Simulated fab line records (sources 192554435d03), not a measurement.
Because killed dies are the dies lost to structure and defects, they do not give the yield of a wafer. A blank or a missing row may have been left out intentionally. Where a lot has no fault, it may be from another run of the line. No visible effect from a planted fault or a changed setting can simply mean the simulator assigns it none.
Chamber matching / flow n5 finfet / 3 sister chambers for N5_BEOL_M8_CURE_75 on uv cure-01
The step cures SiCOH lowk, time 120 s. 20 wafers are shown with their chamber, then 10 later ones without.

EACH WAFER AND ITS CHAMBER
wafer=L075.1; chamber=2; wafer_temp_C_max=371.1; lamp power pct (%)=52.28
wafer=L075.3; chamber=2; wafer_temp_C_max=371.4; lamp power pct (%)=52.38
wafer=L075.5; chamber=2; wafer_temp_C_max=371.4; lamp power pct (%)=52.24
wafer=L074.2; chamber=2; wafer_temp_C_max=371.3; lamp power pct (%)=52.26
wafer=L074.3; chamber=2; wafer_temp_C_max=371.2; lamp power pct (%)=52.24
wafer=L074.6; chamber=2; wafer_temp_C_max=371.6; lamp power pct (%)=52.22
wafer=L078.2; chamber=1; wafer_temp_C_max=373.4; lamp power pct (%)=52.19
wafer=L078.3; chamber=1; wafer_temp_C_max=372.5; lamp power pct (%)=52.24
wafer=L078.6; chamber=1; wafer_temp_C_max=372.5; lamp power pct (%)=52.31
wafer=L079.1; chamber=1; wafer_temp_C_max=372.6; lamp power pct (%)=52.28
wafer=L079.2; chamber=1; wafer_temp_C_max=372.7; lamp power pct (%)=52.32
wafer=L079.5; chamber=1; wafer_temp_C_max=372.3; lamp power pct (%)=52.31
wafer=L084.3; chamber=0; wafer_temp_C_max=372.0; lamp power pct (%)=52.38
wafer=L084.4; chamber=0; wafer_temp_C_max=371.5; lamp power pct (%)=52.41
wafer=L084.6; chamber=0; wafer_temp_C_max=372.0; lamp power pct (%)=52.34
wafer=L086.1; chamber=1; wafer_temp_C_max=373.8; lamp power pct (%)=52.33
wafer=L086.3; chamber=1; wafer_temp_C_max=372.7; lamp power pct (%)=52.31
wafer=L086.4; chamber=1; wafer_temp_C_max=372.1; lamp power pct (%)=52.25
wafer=L088.1; chamber=1; wafer_temp_C_max=372.7; lamp power pct (%)=52.26
wafer=L088.3; chamber=1; wafer_temp_C_max=372.1; lamp power pct (%)=52.22

SIGNATURES (averages over the wafers above)
reading=wafer_temp_C_max; chamber 0=371.833; chamber 1=372.673; chamber 2=371.333; scatter within a chamber=0.419
reading=lamp power pct; chamber 0=52.3767; chamber 1=52.2745; chamber 2=52.2700; scatter within a chamber=0.0486
Rule: for each reading, subtract the chamber's mean from the wafer's reading, divide by that reading's scatter and square the result; add these up over the readings and take the root, which gives the wafer's distance from the chamber. If the next closest chamber is less than 2 further off than the closest, the wafer can't be placed; otherwise it belongs to the closest. How the scatter is found: for the shown wafers, subtract from each reading the mean of its chamber, square and add these, divide the total by (wafers less chambers), then take the root.

WAFERS WITHOUT THEIR CHAMBER
wafer=L088.4; wafer_temp_C_max=372.6; lamp power pct (%)=52.34
wafer=L091.3; wafer_temp_C_max=371.6; lamp power pct (%)=52.28
wafer=L091.5; wafer_temp_C_max=371.6; lamp power pct (%)=52.32
wafer=L091.6; wafer_temp_C_max=371.7; lamp power pct (%)=52.27
wafer=L092.1; wafer_temp_C_max=372.2; lamp power pct (%)=52.34
wafer=L092.2; wafer_temp_C_max=372.0; lamp power pct (%)=52.31
wafer=L092.3; wafer_temp_C_max=372.5; lamp power pct (%)=52.27
wafer=L096.1; wafer_temp_C_max=372.4; lamp power pct (%)=52.30
wafer=L096.4; wafer_temp_C_max=373.3; lamp power pct (%)=52.25
wafer=L096.5; wafer_temp_C_max=372.4; lamp power pct (%)=52.24

WHICH CHAMBER EACH ONE RAN IN
wafer=L088.4; from the rows above=can't be placed: 1 or 0 or 2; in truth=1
wafer=L091.3; from the rows above=can't be placed: 2 or 0 or 1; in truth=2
wafer=L091.5; from the rows above=can't be placed: 2 or 0 or 1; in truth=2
wafer=L091.6; from the rows above=can't be placed: 2 or 0 or 1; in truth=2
wafer=L092.1; from the rows above=can't be placed: 0 or 1 or 2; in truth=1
wafer=L092.2; from the rows above=can't be placed: 0 or 1 or 2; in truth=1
wafer=L092.3; from the rows above=1; in truth=1
wafer=L096.1; from the rows above=can't be placed: 1 or 0 or 2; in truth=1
wafer=L096.4; from the rows above=1; in truth=1
wafer=L096.5; from the rows above=can't be placed: 1 or 2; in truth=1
Correct placement for 2 of the 10. Not placeable from these rows: 8 (in 8, the candidates include the true chamber). Wrongly placed: 0.
